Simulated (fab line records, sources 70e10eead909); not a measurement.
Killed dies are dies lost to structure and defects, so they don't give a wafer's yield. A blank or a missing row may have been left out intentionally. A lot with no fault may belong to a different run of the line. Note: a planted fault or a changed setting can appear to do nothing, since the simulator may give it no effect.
Chamber matching :: flow nand-harc :: NHARC_P_BONDPAD_ACTIVATE_29 on rie-diel-04: 4 sister chambers
The step chemistry N2, time 60 s. 20 wafers are shown with their chamber, then 9 later ones without.

== WAFERS, EACH WITH ITS CHAMBER ==
wafer: L987.3
chamber: 1
showerhead-plenum-p-Torr (Torr): 1.88
rf-vpp-V (V): 66.2
oes-product-au (a.u.): 1.000

wafer: L987.4
chamber: 2
showerhead-plenum-p-Torr (Torr): 1.91
rf-vpp-V (V): 65.1
oes-product-au (a.u.): 0.985

wafer: L987.5
chamber: 1
showerhead-plenum-p-Torr (Torr): 1.88
rf-vpp-V (V): 64.9
oes-product-au (a.u.): 0.994

wafer: L988.1
chamber: 2
showerhead-plenum-p-Torr (Torr): 1.91
rf-vpp-V (V): 64.6
oes-product-au (a.u.): 1.000

wafer: L988.3
chamber: 3
showerhead-plenum-p-Torr (Torr): 1.74
rf-vpp-V (V): 63.8
oes-product-au (a.u.): 1.014

wafer: L988.6
chamber: 3
showerhead-plenum-p-Torr (Torr): 1.74
rf-vpp-V (V): 64.3
oes-product-au (a.u.): 1.011

wafer: L989.1
chamber: 1
showerhead-plenum-p-Torr (Torr): 1.88
rf-vpp-V (V): 63.4
oes-product-au (a.u.): 1.004

wafer: L989.2
chamber: 0
showerhead-plenum-p-Torr (Torr): 1.90
rf-vpp-V (V): 63.9
oes-product-au (a.u.): 1.004

wafer: L989.5
chamber: 3
showerhead-plenum-p-Torr (Torr): 1.74
rf-vpp-V (V): 63.2
oes-product-au (a.u.): 0.999

wafer: L991.2
chamber: 2
showerhead-plenum-p-Torr (Torr): 1.91
rf-vpp-V (V): 65.0
oes-product-au (a.u.): 0.987

wafer: L991.5
chamber: 1
showerhead-plenum-p-Torr (Torr): 1.88
rf-vpp-V (V): 64.4
oes-product-au (a.u.): 0.990

wafer: L991.6
chamber: 2
showerhead-plenum-p-Torr (Torr): 1.91
rf-vpp-V (V): 66.2
oes-product-au (a.u.): 0.987

wafer: L994.2
chamber: 1
showerhead-plenum-p-Torr (Torr): 1.88
rf-vpp-V (V): 63.9
oes-product-au (a.u.): 1.002

wafer: L994.3
chamber: 2
showerhead-plenum-p-Torr (Torr): 1.91
rf-vpp-V (V): 66.1
oes-product-au (a.u.): 1.005

wafer: L101.1
chamber: 2
showerhead-plenum-p-Torr (Torr): 1.91
rf-vpp-V (V): 65.3
oes-product-au (a.u.): 0.996

wafer: L101.3
chamber: 3
showerhead-plenum-p-Torr (Torr): 1.74
rf-vpp-V (V): 63.4
oes-product-au (a.u.): 1.015

wafer: L101.6
chamber: 1
showerhead-plenum-p-Torr (Torr): 1.88
rf-vpp-V (V): 64.0
oes-product-au (a.u.): 1.008

wafer: L105.2
chamber: 0
showerhead-plenum-p-Torr (Torr): 1.89
rf-vpp-V (V): 64.4
oes-product-au (a.u.): 0.996

wafer: L105.4
chamber: 2
showerhead-plenum-p-Torr (Torr): 1.90
rf-vpp-V (V): 66.2
oes-product-au (a.u.): 0.989

wafer: L105.5
chamber: 2
showerhead-plenum-p-Torr (Torr): 1.91
rf-vpp-V (V): 64.5
oes-product-au (a.u.): 0.989

SIGNATURES (averages over the wafers above)
reading: showerhead-plenum-p-Torr
chamber 0: 1.8950
chamber 1: 1.8800
chamber 2: 1.9087
chamber 3: 1.7400
scatter within a chamber: 0.00293

reading: rf-vpp-V
chamber 0: 64.150
chamber 1: 64.467
chamber 2: 65.375
chamber 3: 63.675
scatter within a chamber: 0.757

reading: oes-product-au
chamber 0: 1.00000
chamber 1: 0.99967
chamber 2: 0.99225
chamber 3: 1.00975
scatter within a chamber: 0.00698
Rule: for a wafer and a chamber, the distance is found by dividing, reading by reading, the gap between the wafer's reading and the chamber's mean by the reading's scatter, squaring, summing and taking the root. If the next closest chamber is less than 2 further off than the closest, the wafer can't be placed; otherwise it belongs to the closest. The scatter: take each reading less its chamber's mean, square it, sum over the shown wafers, divide by the number of wafers less the number of chambers, and take the root.

== WAFERS WITH NO CHAMBER GIVEN ==
wafer: L103.1
showerhead-plenum-p-Torr (Torr): 1.88
rf-vpp-V (V): 63.9
oes-product-au (a.u.): 1.005

wafer: L103.2
showerhead-plenum-p-Torr (Torr): 1.90
rf-vpp-V (V): 64.8
oes-product-au (a.u.): 0.997

wafer: L103.5
showerhead-plenum-p-Torr (Torr): 1.91
rf-vpp-V (V): 64.2
oes-product-au (a.u.): 0.993

wafer: L106.3
showerhead-plenum-p-Torr (Torr): 1.90
rf-vpp-V (V): 64.7
oes-product-au (a.u.): 0.998

wafer: L106.4
showerhead-plenum-p-Torr (Torr): 1.88
rf-vpp-V (V): 65.0
oes-product-au (a.u.): 1.007

wafer: L106.6
showerhead-plenum-p-Torr (Torr): 1.89
rf-vpp-V (V): 64.7
oes-product-au (a.u.): 1.005

wafer: L108.1
showerhead-plenum-p-Torr (Torr): 1.74
rf-vpp-V (V): 65.6
oes-product-au (a.u.): 1.015

wafer: L108.4
showerhead-plenum-p-Torr (Torr): 1.89
rf-vpp-V (V): 65.1
oes-product-au (a.u.): 1.014

wafer: L108.5
showerhead-plenum-p-Torr (Torr): 1.89
rf-vpp-V (V): 63.9
oes-product-au (a.u.): 1.009

== CHAMBER TAKEN BY EACH ==
wafer: L103.1
from the rows above: 1
in truth: 1

wafer: L103.2
from the rows above: can't be placed: 0 or 2
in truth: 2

wafer: L103.5
from the rows above: 2
in truth: 2

wafer: L106.3
from the rows above: can't be placed: 0 or 2
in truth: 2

wafer: L106.4
from the rows above: 1
in truth: 1

wafer: L106.6
from the rows above: can't be placed: 0 or 1
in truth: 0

wafer: L108.1
from the rows above: 3
in truth: 3

wafer: L108.4
from the rows above: can't be placed: 0 or 1
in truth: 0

wafer: L108.5
from the rows above: can't be placed: 0 or 1
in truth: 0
Correct placement for 4 of the 9. Unplaceable from these rows: 5, with the true chamber sitting among the candidates in 5. 0 placed wrongly.
